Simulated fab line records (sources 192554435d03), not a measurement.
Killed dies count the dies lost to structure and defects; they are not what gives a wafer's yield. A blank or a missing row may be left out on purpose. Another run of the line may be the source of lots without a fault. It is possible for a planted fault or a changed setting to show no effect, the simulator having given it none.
Problem report in the 8D (eight disciplines) form, filled by code | flow n5Finfet | the parts of the form that need people (team, actions taken, sign-off) are left out

1. PROBLEM STATEMENT
Wafers without a fault read 835.1 W, standard deviation 2.6; rfFwdPowerW at N5_BEOL_M3_ETCH_70 reads a mean of 1036.6 W on 6 wafers belonging to 2 lots. That puts it +77 standard deviations away from the usual mean.
The step: etches SOC in N2/H2, target depth 80 nm, overetch 16 nm, time 120 s.
First seen on wafer L285.2, day 12 05:28, on rieDiel-01. At this step, 18 wafers from 6 lots have a number in the record. Rule for "out", or "out of limits": more than 4 standard deviations from the usual mean. The other wafers with a number count as sound.

2. WHAT IT IS, WHAT IT ISN'T
question                    | is                     | is not
which readings at this step | rfFwdPowerW, rfVppV    | drypumpMotorCurrentA, oesProductAu, showerheadPlenumPTorr, throttleValvePct
which lots                  | L285, L287             | L278, L290, L293, L297
which wafers of those lots  | all that have a number | -
read on which tools         | rieDiel-01             | rieDiel-04, rieDiel-05
when                        | from day 12 05:28      | up to then (3 sound wafers); but 9 sound wafers of L290, L293, L297 came after

3. THE SUSPECTS, EACH WITH WHAT RULES IT OUT
Counting: a tool at a process step up to the reading stays a suspect if it ran every lot that is out and no sound lot after the first of them.
- rieDiel-01 at N5_BEOL_M3_ETCHBACK_99 (etches SiO2 in CHF3, target depth 5 nm, time 10.4 s): kept. All lots that are out passed through it, beginning with L285 at day 12 05:25, and no sound lot followed; its final sound lot before that point was L278 at day 9 00:11.
- rieDiel-01 at N5_BEOL_M3_ETCH_70 (etches SOC in N2/H2, target depth 80 nm, overetch 16 nm, time 120 s): kept. All lots that are out passed through it, beginning with L285 at day 12 05:28, and no sound lot followed; its final sound lot before that point was L278 at day 9 00:13. Its own rfFwdPowerW, rfVppV readings are out on those wafers.
Left after counting: rieDiel-01 at N5_BEOL_M3_ETCHBACK_99, rieDiel-01 at N5_BEOL_M3_ETCH_70.

4. THE CAUSE (what the simulator had put in)
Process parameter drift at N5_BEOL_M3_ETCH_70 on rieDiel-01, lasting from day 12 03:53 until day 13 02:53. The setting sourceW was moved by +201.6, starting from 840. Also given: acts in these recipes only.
Of the 2 suspects that counting leaves, this tool is one.

5. THE CHAIN OF EFFECTS, in route order
Rows list readings where the struck wafers' mean (over those with a number) sits beyond 3 standard deviations from the usual. Readings are gone through only where the record gives a usual standard deviation; hours: the median, over the lots, of the time from a lot's start at the first step in this table giving one to that lot's start at this step; sigmas: the change measured in usual standard deviations.
hours | step               | reading     | usual   | on struck wafers | change | sigmas
0     | N5_BEOL_M3_ETCH_70 | rfFwdPowerW | 835.1 W | 1036.6           | +201.5 | +77
0     | N5_BEOL_M3_ETCH_70 | rfVppV      | 523.6 V | 487.8            | -35.8  | -16
Here are the process steps it includes:
- N5_BEOL_M3_ETCH_70: etches SOC in N2/H2, target depth 80 nm, overetch 16 nm, time 120 s.
Later steps that measure or inspect, where all struck wafers having a row at the step show a number for every such reading and not one has moved that far: N5_BEOL_M4_RC_MEAS_101.

6. HOW IT WOULD HAVE BEEN CAUGHT EARLIER
In this record no reading fell out of limits until day 12 05:28, 2 hours after the fault had begun at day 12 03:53.
